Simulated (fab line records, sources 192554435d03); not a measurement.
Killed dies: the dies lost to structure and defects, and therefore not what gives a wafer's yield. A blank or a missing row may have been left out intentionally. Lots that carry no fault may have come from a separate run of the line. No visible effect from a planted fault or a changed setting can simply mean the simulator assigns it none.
Chamber matching || flow n5 finfet || ald sin-02 running N5_FIN_SAQP_SPACER1_ALD_24: 4 sister chambers
The step deposits SiO2, target thk 20.3 nm, pulse time 1 s, purge time 2 s. 20 wafers are shown with their chamber, then 10 later ones without.

WAFERS PAIRED WITH THEIR CHAMBERS
{"wafer": "L074.1", "chamber": 2, "heater power w (W)": 466, "precursor pulse height rel": 0.983}
{"wafer": "L074.3", "chamber": 3, "heater power w (W)": 493, "precursor pulse height rel": 1.014}
{"wafer": "L074.6", "chamber": 3, "heater power w (W)": 484, "precursor pulse height rel": 1.010}
{"wafer": "L075.2", "chamber": 3, "heater power w (W)": 489, "precursor pulse height rel": 0.995}
{"wafer": "L075.4", "chamber": 2, "heater power w (W)": 462, "precursor pulse height rel": 1.022}
{"wafer": "L075.6", "chamber": 3, "heater power w (W)": 486, "precursor pulse height rel": 0.996}
{"wafer": "L080.1", "chamber": 1, "heater power w (W)": 469, "precursor pulse height rel": 1.017}
{"wafer": "L080.4", "chamber": 2, "heater power w (W)": 468, "precursor pulse height rel": 0.967}
{"wafer": "L080.6", "chamber": 3, "heater power w (W)": 493, "precursor pulse height rel": 0.985}
{"wafer": "L081.1", "chamber": 1, "heater power w (W)": 461, "precursor pulse height rel": 1.007}
{"wafer": "L081.3", "chamber": 2, "heater power w (W)": 467, "precursor pulse height rel": 1.004}
{"wafer": "L081.4", "chamber": 3, "heater power w (W)": 479, "precursor pulse height rel": 1.025}
{"wafer": "L082.3", "chamber": 2, "heater power w (W)": 472, "precursor pulse height rel": 0.992}
{"wafer": "L082.4", "chamber": 1, "heater power w (W)": 470, "precursor pulse height rel": 1.026}
{"wafer": "L082.6", "chamber": 3, "heater power w (W)": 476, "precursor pulse height rel": 1.013}
{"wafer": "L083.2", "chamber": 3, "heater power w (W)": 482, "precursor pulse height rel": 1.027}
{"wafer": "L083.4", "chamber": 1, "heater power w (W)": 460, "precursor pulse height rel": 1.020}
{"wafer": "L083.6", "chamber": 3, "heater power w (W)": 479, "precursor pulse height rel": 0.989}
{"wafer": "L084.1", "chamber": 0, "heater power w (W)": 443, "precursor pulse height rel": 1.023}
{"wafer": "L084.4", "chamber": 3, "heater power w (W)": 487, "precursor pulse height rel": 0.995}

SIGNATURES, as means of the wafers listed above
{"reading": "heater power w", "chamber 0": 443.00, "chamber 1": 465.00, "chamber 2": 467.00, "chamber 3": 484.80, "scatter within a chamber": 5.28}
{"reading": "precursor pulse height rel", "chamber 0": 1.02300, "chamber 1": 1.01750, "chamber 2": 0.99360, "chamber 3": 1.00490, "scatter within a chamber": 0.0156}
Rule: for each reading, subtract the chamber's mean from the wafer's reading, divide by that reading's scatter and square the result; add these up over the readings and take the root, which gives the wafer's distance from the chamber. The wafer belongs to the nearest chamber; if the next one is less than 2 further off, it can't be placed. The scatter is the square root of a quotient: the sum, over the shown wafers, of each reading's squared deviation from its chamber's mean, divided by wafers minus chambers.

WAFERS WHOSE CHAMBER IS MISSING
{"wafer": "L084.6", "heater power w (W)": 455, "precursor pulse height rel": 1.009}
{"wafer": "L085.2", "heater power w (W)": 489, "precursor pulse height rel": 1.012}
{"wafer": "L085.3", "heater power w (W)": 474, "precursor pulse height rel": 0.998}
{"wafer": "L085.4", "heater power w (W)": 442, "precursor pulse height rel": 0.961}
{"wafer": "L087.1", "heater power w (W)": 482, "precursor pulse height rel": 1.011}
{"wafer": "L087.2", "heater power w (W)": 440, "precursor pulse height rel": 1.037}
{"wafer": "L087.5", "heater power w (W)": 459, "precursor pulse height rel": 0.990}
{"wafer": "L094.1", "heater power w (W)": 450, "precursor pulse height rel": 1.012}
{"wafer": "L094.2", "heater power w (W)": 473, "precursor pulse height rel": 1.015}
{"wafer": "L094.5", "heater power w (W)": 444, "precursor pulse height rel": 1.011}

WHICH CHAMBER EACH WENT THROUGH
{"wafer": "L084.6", "from the rows above": "can't be placed: 1 or 0 or 2", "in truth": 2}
{"wafer": "L085.2", "from the rows above": 3, "in truth": 3}
{"wafer": "L085.3", "from the rows above": "can't be placed: 2 or 3 or 1", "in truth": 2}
{"wafer": "L085.4", "from the rows above": "can't be placed: 0 or 2 or 1", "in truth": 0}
{"wafer": "L087.1", "from the rows above": 3, "in truth": 3}
{"wafer": "L087.2", "from the rows above": 0, "in truth": 0}
{"wafer": "L087.5", "from the rows above": "can't be placed: 2 or 1", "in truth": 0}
{"wafer": "L094.1", "from the rows above": "can't be placed: 0 or 1 or 2", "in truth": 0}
{"wafer": "L094.2", "from the rows above": "can't be placed: 1 or 2 or 3", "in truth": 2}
{"wafer": "L094.5", "from the rows above": 0, "in truth": 0}
Correctly placed: 4 of 10. Can't be placed from these rows: 6 (the true chamber is among the candidates in 5). 0 placed wrongly.
